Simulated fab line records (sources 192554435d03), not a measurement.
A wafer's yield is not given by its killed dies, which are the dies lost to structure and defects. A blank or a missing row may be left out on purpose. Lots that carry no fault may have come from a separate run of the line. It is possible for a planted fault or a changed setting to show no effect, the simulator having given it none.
Which tool was responsible? + flow n5_finfet + 15 lots (45 wafers sampled), 1 step of a 1938-step route

WHAT THE GAUGES READ, wafer by wafer
N5_MOL_CONTACT_COAG_THK_MEAS_29.
| lot  | measured     | on            | MD_CAP_THK (nm)   |
|------|--------------|---------------|-------------------|
| L944 | day 5 14:56  | film_metro-02 | 17.95 17.99 18.00 |
| L943 | day 5 17:09  | film_metro-02 | 17.91 18.03 17.98 |
| L945 | day 5 18:07  | film_metro-02 | 17.74 17.75 17.86 |
| L946 | day 6 01:22  | film_metro-02 | 18.05 18.00 17.96 |
| L947 | day 6 09:47  | film_metro-02 | 17.88 18.02 17.93 |
| L948 | day 6 10:25  | film_metro-01 | 17.88 18.05 17.74 |
| L949 | day 6 17:54  | film_metro-01 | 18.08 17.95 17.93 |
| L950 | day 6 22:35  | film_metro-01 | 17.93 17.96 17.78 |
| L957 | day 8 16:18  | film_metro-01 | 17.88 17.78 17.74 |
| L959 | day 9 04:27  | film_metro-02 | 18.08 17.88 17.88 |
| L961 | day 9 18:31  | film_metro-02 | 17.84 17.93 18.08 |
| L963 | day 10 03:34 | film_metro-02 | 18.07 17.92 17.89 |
| L964 | day 10 07:08 | film_metro-02 | 17.98 17.86 18.02 |
| L965 | day 10 12:12 | film_metro-02 | 17.90 17.89 17.84 |
| L966 | day 10 23:42 | film_metro-01 | 17.91 17.98 17.95 |

WHAT TOOL EACH LOT RAN ON (gives the tool, then ch and the chambers of the sampled wafers, and finally the start)
The record holds no process step before these readings.

WHAT THE TOOLS THEMSELVES READ (means of the sampled wafers that have a number; where no wafer has one, the mark that the record gives instead)
The record holds no such reading with a usual standard deviation.

THE ANSWER, worked out from the rows above alone
Rule: what is usual is taken from the lots themselves. Put in order of their means at a reading, lots are off if they are a third of the lots or fewer, leave a main group of 4 or more, and stand apart from it by a gap of 3 or more times the standard deviation of the main group's means; of several such gaps the widest counts. A main group is skipped when, at the precision printed for the reading in the tables above, its means are all equal. A lot without any number at a reading at which 4 lots or more have one is off too. All remaining lots with rows at the step are treated as sound. First the gauges in route order, then the tools' own readings, where a lot's mean is used as printed above. At the first step where some lot is off, the reading lying furthest off is the one used; lots without a number count as furthest.
No lot is off at any reading shown: from this, nothing can be told.

WHAT WAS PUT IN BY THE SIMULATOR
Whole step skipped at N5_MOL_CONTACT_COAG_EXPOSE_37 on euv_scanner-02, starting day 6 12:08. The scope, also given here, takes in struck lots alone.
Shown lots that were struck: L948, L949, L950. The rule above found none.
